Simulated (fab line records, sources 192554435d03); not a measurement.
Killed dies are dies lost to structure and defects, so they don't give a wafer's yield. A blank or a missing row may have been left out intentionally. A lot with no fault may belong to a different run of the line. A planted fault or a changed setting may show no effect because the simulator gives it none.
fab line records ; flow n5-finfet
record: lots: 6; wafers: 16; last-day: 19
route steps=1938 shown BEOL_M2@914 BEOL_M4@1111 PASSIVATION@1936
lots that met no fault: taken from a fault-free run of the same line
start-h: hours from the record's first day to the start of the lot's first wafer shown ; wait-h: how many hours have passed since the lot's step before this one ; " as in the row above ; L1.1+2: one row covering several wafers at once ; - no value, or no start given ; * or withheld: withheld ; < > ~ a bound
route shown NAME@n: names a module that has steps shown in the file, with the first one's number in the route ; usual: mean/standard deviation taken from wafers without a fault ; same: alike in all rows ; chamber/n: place in a boat ; sites: per-site readings ; _std_site: standard deviation across them ; _edge_site: the outer-site mean with the inner-site mean subtracted ; radius-mm: how far each site lies from the wafer's centre ; mask NAME#n: copy n ; behind: the last tool/chamber to shape the wafer ; hold: why the lot went on hold/how many hours it stayed there/how the hold came to an end ; device: the n, p or np transistor that did not switch ; end of line: the same wafers' tests at the end of the route ; a step with no rows: only its recipe ; killed: count of dies lost to structure and defects at first sort (not the wafer's yield) ; map: a wafer's dies, marking killed ones x, the rest . and places with no die _
set.NAME: the run value of the setting; set.NAME@STEP: its run value at that earlier step ; model.NAME: the simulator's own value behind a step, which no gauge read
lots seen at some steps along the route; tables by step, rows by wafer
services: the hour from which a tool's chamber was out of use, counted from the record's first day as start-h (under 0 if before that day), plus the number of hours and why
== steps ==
step: N5_BEOL_M2_SPUTTER_90
recipe: material: Cu; target-thk-a: 45; temp-c: -20; chamber-pressure-pa: 0.07; power-w: withheld; time-s: 8.29
step: N5_BEOL_M2_ANNEAL_91
recipe: temp-c: 400; time-s: 240; ambient: vacuum
step: N5_BEOL_M2_SPUTTER_92
recipe: material: Cu; target-thk-a: 45; temp-c: -20; chamber-pressure-pa: 0.07; power-w: withheld; time-s: 8.29
usual: substrate-temp-c: -19.99/0.11; throttle-valve-pct: 29.6/1.2
same: time-s: 8.29
lot.wafer;tool;chamber;start-h;wait-h;substrate-temp-c;throttle-valve-pct
L902.2;pvd-sputter-02;-;138.53;0.1;-20.04;29.7
L902.4;pvd-sputter-02;-;138.53;0.1;-19.96;29.6
L902.6;pvd-sputter-02;-;138.53;0.1;-20.13;29.5
L903.1;pvd-sputter-02;-;152.07;0.1;-20.01;31.7
L903.3;pvd-sputter-02;-;152.07;0.1;-19.84;29.7
L903.5;pvd-sputter-02;-;152.07;0.1;-19.85;29.7
L914.2;pvd-sputter-03;-;228.82;0.1;-20.31;30.4
L914.4;pvd-sputter-03;-;228.82;0.1;-19.97;28.4
L916.3;pvd-sputter-01;-;231.88;0.1;-20.00;26.9
L916.5;pvd-sputter-01;-;231.88;0.1;-19.97;30.3
L924.3;pvd-sputter-02;-;282.90;0.1;-20.05;31.7
L924.4;pvd-sputter-02;-;282.90;0.1;-20.00;29.0
L924.6;pvd-sputter-02;-;282.90;0.1;-19.97;31.7
L925.1;pvd-sputter-03;-;315.82;0.1;-19.88;28.4
L925.2;pvd-sputter-03;-;315.82;0.1;-20.00;31.0
L925.6;pvd-sputter-03;-;315.82;0.1;-19.90;30.0
step: N5_BEOL_M2_ANNEAL_93
recipe: temp-c: 400; time-s: 240; ambient: vacuum
step: N5_BEOL_M2_SPUTTER_94
recipe: material: Cu; target-thk-a: 45; temp-c: -20; chamber-pressure-pa: 0.07; power-w: withheld; time-s: 8.29
step: N5_BEOL_M2_ANNEAL_95
recipe: temp-c: 400; time-s: 240; ambient: vacuum
usual: heater-power-w: 828/88
same: time-s: 240
lot.wafer;tool;chamber;start-h;wait-h;heater-power-w
L902.2;pvd-sputter-02;-;138.83;0.0;816
L902.4;pvd-sputter-02;-;138.83;0.0;985
L902.6;pvd-sputter-02;-;138.83;0.0;987
L903.1;pvd-sputter-02;-;152.37;0.0;755
L903.3;pvd-sputter-02;-;152.37;0.0;807
L903.5;pvd-sputter-02;-;152.37;0.0;980
L914.2;pvd-sputter-03;-;229.12;0.0;717
L914.4;pvd-sputter-03;-;229.12;0.0;807
L916.3;pvd-sputter-01;-;232.18;0.0;949
L916.5;pvd-sputter-01;-;232.18;0.0;953
L924.3;pvd-sputter-02;-;283.21;0.0;756
L924.4;pvd-sputter-02;-;283.21;0.0;706
L924.6;pvd-sputter-02;-;283.21;0.0;743
L925.1;pvd-sputter-03;-;316.12;0.0;791
L925.2;pvd-sputter-03;-;316.12;0.0;763
L925.6;pvd-sputter-03;-;316.12;0.0;729
step: N5_BEOL_M2_SPUTTER_96
recipe: material: Cu; target-thk-a: 45; temp-c: -20; chamber-pressure-pa: 0.07; power-w: withheld; time-s: 8.29
step: N5_BEOL_M2_ECD_50
recipe: material: Cu; target-thk-a: 3000
step: N5_BEOL_M2_ANNEAL_51
recipe: temp-c: 225; time-s: 90; ambient: N2
usual: wafer_temp_C_max: 226.0/0.34
same: time-s: 90
lot.wafer;tool;chamber;start-h;wait-h;wafer_temp_C_max
L902.2;rtp-anneal-01;0;139.21;0.1;226.3
L902.4;rtp-anneal-01;0;139.21;0.1;226.3
L902.6;rtp-anneal-01;0;139.21;0.1;226.4
L903.1;rtp-anneal-02;0;152.70;0.1;225.8
L903.3;rtp-anneal-02;0;152.70;0.1;225.8
L903.5;rtp-anneal-02;0;152.70;0.1;225.6
L914.2;rtp-anneal-02;0;229.96;0.5;225.9
L914.4;rtp-anneal-02;0;229.96;0.5;225.7
L916.3;rtp-anneal-02;0;232.61;0.1;225.7
L916.5;rtp-anneal-02;0;232.61;0.1;225.8
L924.3;rtp-anneal-02;0;283.76;0.2;225.7
L924.4;rtp-anneal-02;0;283.76;0.2;225.4
L924.6;rtp-anneal-02;0;283.76;0.2;225.2
L925.1;rtp-anneal-01;0;316.52;0.1;225.9
L925.2;rtp-anneal-01;0;316.52;0.1;226.5
L925.6;rtp-anneal-01;0;316.52;0.1;225.8
step: N5_BEOL_M2_CMP_52
recipe: stop-on: SiOC; t-overpolish-s: 6.8; down-force-psi: 1; platen-rpm: 50; clearing-platen-down-force-psi: 1.5; clearing-platen-rpm: 50; post-cmp-clean: cu-alkaline; target-thk-nm: 40; clearing-platen-pad-velocity-m-s: 0.99484; pad-velocity-m-s: 0.99484
usual: barrier-field-endpoint-s: 24.8/0.59; motor-current-A: 6.3/0.7; overpolish-run-s: 6.801/0.0094; time-to-endpoint-s: 63.5/3
same: t-overpolish-s: 6.8
lot.wafer;tool;chamber;start-h;wait-h;barrier-field-endpoint-s;motor-current-A;overpolish-run-s;time-to-endpoint-s
L902.4;cmp-03;2;139.50;0.2;24.2;6.3;6.797;64.2
L902.2;cmp-03;3;139.50;0.2;24.3;4.7;6.813;65.7
L902.6;cmp-03;2;139.50;0.2;23.8;6.3;6.805;62.1
L903.3;cmp-02;3;153.04;0.2;24.9;5.8;6.799;65.1
L903.1;cmp-02;1;153.04;0.2;25.5;6.5;6.787;67.4
L903.5;cmp-02;3;153.04;0.2;25.4;5.8;6.797;68.3
L914.2;cmp-04;2;230.25;0.2;24.3;6.7;6.795;60.6
L914.4;cmp-04;0;230.25;0.2;23.7;6.0;6.797;56.2
L916.3;cmp-03;3;233.20;0.5;24.4;5.0;6.815;64.9
L916.5;cmp-03;0;233.20;0.5;24.4;6.0;6.799;60.6
L924.4;cmp-02;1;284.04;0.2;25.7;6.0;6.801;68.7
L924.3;cmp-02;2;284.04;0.2;23.9;5.8;6.802;62.8
L924.6;cmp-02;0;284.04;0.2;25.0;7.6;6.802;67.1
L925.2;cmp-04;0;316.81;0.2;24.8;6.2;6.804;64.3
L925.1;cmp-04;3;316.81;0.2;25.4;7.4;6.810;69.1
L925.6;cmp-04;1;316.81;0.2;24.9;6.2;6.800;67.5
step: N5_BEOL_M2_THK_MEAS_53
recipe: thk-meas-gauge: xrf; reads: Cu_of_BEOL_M2_ECD_50
usual: M2_THK: 40.4/1.5
lot.wafer;tool;chamber;start-h;wait-h;M2_THK[nm]
L902.2;film-metro-02;-;139.76;-;41.9
L902.4;film-metro-02;-;139.76;-;39.7
L902.6;film-metro-02;-;139.76;-;39.9
L903.1;film-metro-01;-;153.30;-;40.4
L903.3;film-metro-01;-;153.30;-;40.5
L903.5;film-metro-01;-;153.30;-;39.8
L914.2;film-metro-01;-;230.51;-;40.0
L914.4;film-metro-01;-;230.51;-;41.0
L916.3;film-metro-01;-;233.50;-;42.9
L916.5;film-metro-01;-;233.50;-;41.9
L924.3;film-metro-02;-;284.26;-;38.5
L924.4;film-metro-02;-;284.26;-;40.1
L924.6;film-metro-02;-;284.26;-;38.0
L925.1;film-metro-01;-;317.11;-;43.4
L925.2;film-metro-01;-;317.11;-;39.1
L925.6;film-metro-01;-;317.11;-;41.3
step: N5_BEOL_M2_PRE_CLEAN_60
recipe: gas: NH3/H2; time-s: 15; temp-c: *; rf-power-w: 300
usual: heater-power-w: 85/26
same: time-s: 15
lot.wafer;tool;chamber;start-h;wait-h;heater-power-w
L902.2;cvd-co-02;0;139.79;0.0;106
L902.4;cvd-co-02;2;139.79;0.0;49
L902.6;cvd-co-02;1;139.79;0.0;76
L903.1;cvd-co-02;2;153.33;0.0;49
L903.3;cvd-co-02;1;153.33;0.0;73
L903.5;cvd-co-02;1;153.33;0.0;76
L914.2;cvd-co-02;1;230.54;0.0;74
L914.4;cvd-co-02;2;230.54;0.0;52
L916.3;cvd-co-02;1;233.53;0.0;73
L916.5;cvd-co-02;1;233.53;0.0;73
L924.3;cvd-co-01;0;284.30;0.0;54
L924.4;cvd-co-01;0;284.30;0.0;55
L924.6;cvd-co-01;1;284.30;0.0;107
L925.1;cvd-co-01;0;317.18;0.1;56
L925.2;cvd-co-01;2;317.18;0.1;114
L925.6;cvd-co-01;0;317.18;0.1;56
step: N5_BEOL_M2_CO_CAP_55
recipe: material: Co; target-thk-a: 20; temp-c: 200; precursor: CCTBA/H2; pressure-torr: 30; time-s: 102.1
usual: chamber-pressure-Torr: 30.00/0.069; heater-power-w: 236/32; run-length-s: 124.8/0.54
lot.wafer;tool;chamber;start-h;wait-h;chamber-pressure-Torr;heater-power-w;run-length-s;model.Co_of_BEOL_M2_CO_CAP_55.thk-nm
L902.2;cvd-co-02;0;139.83;0.0;30.12;256;126.0;2
L902.4;cvd-co-02;2;139.83;0.0;29.95;192;124.6;1.8
L902.6;cvd-co-02;1;139.83;0.0;30.06;219;125.5;2
L903.1;cvd-co-02;2;153.37;0.0;29.94;193;123.8;2
L903.3;cvd-co-02;1;153.37;0.0;30.05;221;125.3;2.2
L903.5;cvd-co-02;1;153.37;0.0;29.91;219;125.1;2.2
L914.2;cvd-co-02;1;230.58;0.0;30.03;220;125.5;2
L914.4;cvd-co-02;2;230.58;0.0;29.90;197;83.7;1.2
L916.3;cvd-co-02;1;233.57;0.0;30.02;222;84.7;1.2
L916.5;cvd-co-02;1;233.57;0.0;30.08;222;125.2;2
L924.3;cvd-co-01;0;284.34;0.0;30.03;196;125.2;2.2
L924.4;cvd-co-01;0;284.34;0.0;29.90;196;124.6;2.2
L924.6;cvd-co-01;1;284.34;0.0;30.02;260;124.5;2
L925.1;cvd-co-01;0;317.22;0.0;30.13;203;124.9;2
L925.2;cvd-co-01;2;317.22;0.0;29.94;273;124.0;2
L925.6;cvd-co-01;0;317.22;0.0;30.08;203;125.6;2.2
step: N5_BEOL_M2_PRE_CLEAN_56
recipe: gas: NH3; time-s: 15; temp-c: withheld; rf-power-w: 300
step: N5_BEOL_M4_RC_MEAS_101
usual: DIBL_N: 36.5/1.9; DIBL_P: 36.7/2.1; IOFF_N: 0.17/0.035; IOFF_P: 0.22/0.042; ION_N: 676/10; ION_P: 462/8.1; SS_N: 71.5/0.72; SS_P: 73.4/0.7; VT_N: 249/3.1; VT_P: -250/3.9
lot.wafer;tool;chamber;start-h;wait-h;DIBL_N[mV/V];DIBL_P[mV/V];IOFF_N[nA/um];IOFF_P[nA/um];ION_N[uA/um];ION_P[uA/um];SS_N[mV/dec];SS_P[mV/dec];VT_N[mV];VT_P[mV]
L902.2;prober-01;0;163.76;0.2;35.4;34.0;0.14;0.20;673;464;70.5;73.1;249;-250
L902.4;prober-01;0;163.76;0.2;36.2;35.8;0.15;0.22;677;469;71.5;73.3;247;-248
L902.6;prober-01;0;163.76;0.2;35.5;35.4;0.14;0.22;672;466;71.1;74.0;248;-249
L903.1;prober-02;0;180.82;0.0;34.3;33.2;0.13;0.19;676;465;71.0;72.3;250;-251
L903.3;prober-02;0;180.82;0.0;38.0;38.7;0.21;0.29;690;471;72.5;73.7;247;-246
L903.5;prober-02;0;180.82;0.0;38.3;39.5;0.21;0.30;694;480;72.7;74.3;246;-247
L916.3;prober-02;0;257.19;0.3;36.5;35.3;0.16;0.17;671;451;71.8;73.2;251;-254
L916.5;prober-02;0;257.19;0.3;37.5;36.2;0.18;0.18;668;454;71.2;73.5;248;-253
L914.2;prober-01;0;259.11;0.2;36.9;37.1;0.18;0.21;682;460;71.2;72.9;249;-253
L914.4;prober-01;0;259.11;0.2;40.7;39.6;0.26;0.27;695;468;72.8;74.8;245;-248
L924.3;prober-02;0;325.04;0.3;35.7;35.5;0.13;0.19;669;463;71.5;73.0;251;-251
L924.4;prober-02;0;325.04;0.3;36.2;35.4;0.15;0.19;664;456;71.0;72.8;248;-253
L924.6;prober-02;0;325.04;0.3;38.1;37.5;0.16;0.22;662;462;71.8;73.5;250;-249
L925.1;prober-01;0;348.12;0.0;37.1;37.8;0.19;0.25;689;474;72.3;73.7;249;-247
L925.2;prober-01;0;348.12;0.0;33.4;33.7;0.13;0.19;662;459;70.9;72.1;252;-249
L925.6;prober-01;0;348.12;0.0;33.1;33.0;0.13;0.18;661;454;71.0;72.3;251;-253
step: N5_PASSIVATION_PROBE_49
usual: defect-limited-yield: 91.4/1.5; killed_at_M0_to_M3: 35/12; killed_at_M4_up: 13/5.8; killed-at-contacts: 12/5.5; killed-at-front-end: 36/9.9; killed-at-other: 4/3.7; killed-dies: 101/18; killed-open: 66/13; killed-short: 33/8; sort_bin_5_function: 5.0/1; sort_bin_6_memory: 3.2/0.67; sort-n-pass: 1079/18; sort-yield-pct: 91.4/1.5
same: gross-dies: 1180; killed-at-back-side: 0; sort_bin_4_leakage[%]: 0; sort_bin_8_speed[%]: 0
lot.wafer;tool;chamber;start-h;wait-h;defect-limited-yield[%];killed_at_M0_to_M3;killed_at_M4_up;killed-at-contacts;killed-at-front-end;killed-at-other;killed-dies;killed-open;killed-short;sort_bin_5_function[%];sort_bin_6_memory[%];sort-n-pass;sort-yield-pct[%]
L902.2;prober-01;-;270.83;0.1;92.1;47;15;9;21;1;93;62;31;4.9;2.6;1087;92.1
L902.4;prober-01;-;270.93;0.2;92.5;26;15;15;30;2;88;59;29;4.7;2.4;1092;92.5
L902.6;prober-01;-;271.03;0.3;93.0;36;14;6;26;1;83;58;25;3.6;3.1;1097;93.0
L903.1;prober-01;-;299.94;0.0;91.8;44;14;5;31;3;97;65;29;5.0;2.9;1083;91.8
L903.3;prober-01;-;300.04;0.1;90.2;39;19;15;41;2;116;66;45;5.5;3.4;1064;90.2
L903.5;prober-01;-;300.14;0.2;89.7;64;7;8;42;1;122;77;44;6.2;3.5;1058;89.7
L914.2;prober-01;-;368.89;0.1;92.9;24;11;3;43;3;84;51;30;3.5;3.3;1096;92.9
L914.4;prober-01;-;368.99;0.2;93.6;35;9;3;27;1;75;54;20;3.6;2.4;1105;93.6
L916.3;prober-01;-;374.01;0.1;91.0;35;9;17;35;10;106;64;42;4.9;3.9;1074;91.0
L916.5;prober-01;-;374.11;0.2;91.6;41;6;11;37;4;99;68;30;5.2;3.0;1081;91.6
L924.3;prober-01;-;429.06;0.1;91.3;27;20;19;33;4;103;57;43;4.7;3.6;1077;91.3
L924.4;prober-01;-;429.11;0.2;90.7;58;15;9;21;7;110;66;42;5.4;3.3;1070;90.7
L924.6;prober-01;-;429.21;0.3;88.8;43;30;14;41;4;132;85;44;6.7;4.1;1048;88.8
L925.1;prober-02;-;448.23;0.0;91.5;35;16;13;36;0;100;60;39;5.2;3.1;1080;91.5
L925.2;prober-02;-;448.28;0.1;89.9;39;11;15;54;0;119;72;46;5.9;4.0;1061;89.9
L925.6;prober-02;-;448.48;0.3;91.9;33;10;23;28;2;96;58;35;5.2;2.7;1084;91.9
killed by level:class
L902.2 BEOL_M0_SAQP:geometric-particle:short=14 BEOL_M0_SAQP:geometric-particle:open=13 BEOL_M3:geometric-particle:open=8 MOL_CONTACT_COAG:geometric-particle:open=8 BEOL_M4:geometric-particle:open=8 BEOL_M1:geometric-particle:short=6 FIN_SAQP:geometric-particle:open=5 DUMMY_GATE:geometric-particle:open=5
L902.4 MOL_CONTACT_COAG:geometric-particle:open=13 GATE_CUT:geometric-particle:short=8 BEOL_M0_SAQP:geometric-particle:open=8 BEOL_M4:geometric-particle:open=8 FIN_SAQP:geometric-particle:open=6 BEOL_M3:geometric-particle:open=6 FIN_SAQP:geometric-particle:short=4 DUMMY_GATE:geometric-particle:open=4
L902.6 FIN_SAQP:geometric-particle:open=14 BEOL_M0_SAQP:geometric-particle:short=10 BEOL_M4:geometric-particle:open=10 BEOL_M3:geometric-particle:open=9 BEOL_M0_SAQP:geometric-particle:open=6 BEOL_M2:geometric-particle:open=6 FIN_SAQP:geometric-particle:short=4 MOL_CONTACT_COAG:geometric-particle:open=4
L903.1 BEOL_M0_SAQP:geometric-particle:open=13 BEOL_M2:geometric-particle:open=11 STI_FIN_REVEAL:geometric-particle:open=10 BEOL_M3:geometric-particle:open=9 BEOL_M4:geometric-particle:open=8 GATE_CUT:geometric-particle:short=5 BEOL_M0_SAQP:geometric-particle:short=5 MOL_CONTACT_COAG:geometric-particle:open=4
L903.3 FIN_SAQP:geometric-particle:short=11 BEOL_M2:geometric-particle:open=11 MOL_CONTACT_COAG:geometric-particle:open=10 BEOL_M3:geometric-particle:short=9 FIN_SAQP:geometric-particle:open=8 BEOL_M4:geometric-particle:open=8 BEOL_M0_SAQP:geometric-particle:short=6 MOL_CONTACT_COAG:geometric-particle:short=5
L903.5 FIN_SAQP:geometric-particle:open=17 BEOL_M3:geometric-particle:open=14 FIN_SAQP:geometric-particle:short=11 BEOL_M0_SAQP:geometric-particle:short=11 BEOL_M2:geometric-particle:open=8 MOL_CONTACT_COAG:geometric-particle:open=8 BEOL_M0_SAQP:geometric-particle:open=8 BEOL_M1:geometric-particle:short=8
L914.2 FIN_SAQP:geometric-particle:open=7 GATE_CUT:geometric-particle:short=7 BEOL_M3:geometric-particle:open=7 SPACER0:geometric-particle:open=6 BEOL_M1:geometric-particle:open=6 DUMMY_GATE:geometric-particle:short=4 SPACER0:geometric-particle:short=4 BEOL_M5:geometric-particle:open=4
L914.4 BEOL_M0_SAQP:geometric-particle:open=9 STI_FIN_REVEAL:geometric-particle:open=8 BEOL_M0_SAQP:geometric-particle:short=8 DUMMY_GATE:geometric-particle:open=7 BEOL_M3:geometric-particle:open=6 BEOL_M2:geometric-particle:open=5 BEOL_M5:geometric-particle:open=4 MOL_CONTACT_COAG:geometric-particle:open=3
L916.3 MOL_CONTACT_COAG:geometric-particle:open=14 BEOL_M0_SAQP:geometric-particle:short=13 BEOL_M0_SAQP:geometric-particle:open=10 STI_FIN_REVEAL:geometric-particle:open=8 FIN_SAQP:geometric-particle:short=7 BEOL_M3:geometric-particle:open=6 FIN_SAQP:geometric-particle:open=4 DUMMY_GATE:geometric-particle:open=4
L916.5 BEOL_M0_SAQP:geometric-particle:short=11 MOL_CONTACT_COAG:geometric-particle:open=10 STI_FIN_REVEAL:geometric-particle:open=7 BEOL_M0_SAQP:geometric-particle:open=7 BEOL_M2:geometric-particle:open=7 BEOL_M3:geometric-particle:open=7 FIN_SAQP:geometric-particle:open=6 STARTING-WAFER:geometric-particle:short=5
L924.3 MOL_CONTACT_COAG:geometric-particle:open=15 FIN_SAQP:geometric-particle:short=14 BEOL_M4:geometric-particle:open=11 BEOL_M2:geometric-particle:open=7 BEOL_M2:geometric-particle:short=6 BEOL_M0_SAQP:geometric-particle:short=4 FIN_SAQP:geometric-particle:open=4 STI_FIN_REVEAL:geometric-particle:open=4
L924.4 BEOL_M1:geometric-particle:open=15 BEOL_M0_SAQP:geometric-particle:short=13 BEOL_M0_SAQP:geometric-particle:open=10 BEOL_M2:geometric-particle:open=8 MOL_CONTACT_COAG:geometric-particle:open=6 STI_FIN_REVEAL:geometric-particle:open=5 FIN_SAQP:geometric-particle:short=3 GATE_CUT:geometric-particle:short=3
L924.6 MOL_CONTACT_COAG:geometric-particle:open=13 BEOL_M4:geometric-particle:open=13 BEOL_M0_SAQP:geometric-particle:short=12 BEOL_M2:geometric-particle:open=9 STI_FIN_REVEAL:geometric-particle:open=8 BEOL_M1:geometric-particle:open=8 FIN_SAQP:geometric-particle:open=7 FIN_SAQP:geometric-particle:short=7
L925.1 FIN_SAQP:geometric-particle:short=12 MOL_CONTACT_COAG:geometric-particle:open=10 BEOL_M0_SAQP:geometric-particle:open=10 FIN_SAQP:geometric-particle:open=6 GATE_CUT:geometric-particle:short=6 BEOL_M0_SAQP:geometric-particle:short=5 BEOL_M1:geometric-particle:open=5 BEOL_M1:geometric-particle:short=5
L925.2 STI_FIN_REVEAL:geometric-particle:open=17 BEOL_M0_SAQP:geometric-particle:short=15 MOL_CONTACT_COAG:geometric-particle:open=12 BEOL_M0_SAQP:geometric-particle:open=7 DUMMY_GATE:geometric-particle:open=6 FIN_SAQP:geometric-particle:short=5 STARTING-WAFER:geometric-particle:short=5 BEOL_M2:geometric-particle:open=5
L925.6 MOL_CONTACT_COAG:geometric-particle:open=17 BEOL_M0_SAQP:geometric-particle:short=10 MOL_CONTACT_COAG:geometric-particle:short=6 BEOL_M0_SAQP:geometric-particle:open=5 BEOL_M1:geometric-particle:open=5 BEOL_M3:geometric-particle:open=5 FIN_SAQP:geometric-particle:open=4 STI_FIN_REVEAL:geometric-particle:open=4
== services ==
tool;chamber;start-h;hours;kind
cvd-co-02;1;114.67;-;clean
cvd-co-02;1;114.67;22.0;scheduled-down
cvd-co-02;1;114.67;22.0;vent-cycle
pvd-sputter-01;-;115.70;5.3;repair
cmp-04;-;129.99;4.7;pm
cmp-02;-;130.92;1.4;repair
cmp-02;-;142.79;4.0;pm
cmp-02;-;146.79;-;consumable-replace:conditioner
cmp-02;-;146.79;-;consumable-replace:pad
cmp-04;-;150.54;5.1;repair
cvd-co-01;-;167.86;6.9;pm
cmp-02;-;207.76;20.2;pm
cvd-co-02;-;210.13;0.5;repair
cmp-03;-;222.93;2.0;repair
cmp-04;-;223.35;3.7;repair
cmp-03;-;239.45;2.6;repair
cmp-03;-;256.88;0.8;repair
cmp-04;-;258.84;4.0;pm
cmp-03;-;265.70;3.4;pm
cmp-04;-;278.23;0.5;repair
cmp-02;-;282.50;0.3;repair
cvd-co-01;1;294.59;7.7;repair
cmp-02;-;297.28;0.4;repair
cmp-02;-;312.73;1.5;repair
== key ==
first-sign: step: N5_BEOL_M2_CO_CAP_55; reading: run-length-s; direction: down; sigmas: 76; usual: *; struck: *
effect none on later readings
model-effect: step: N5_BEOL_M2_CO_CAP_55; value: Co_of_BEOL_M2_CO_CAP_55.thk-nm; without: 2; struck: 1.2
met-at N5_BEOL_M2_CO_CAP_55
struck-wafers L914.4,L916.3
onset-between 153.37 230.58
fault: kind: process-parameter-drift; tool: cvd-co-02; chamber: -; onset-h: 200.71; steps: N5_BEOL_M2_CO_CAP_55; channel: time-s; offset: *; shape: step; end-h: 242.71; scope: struck-wafers-only; acts-in: *; stated: *
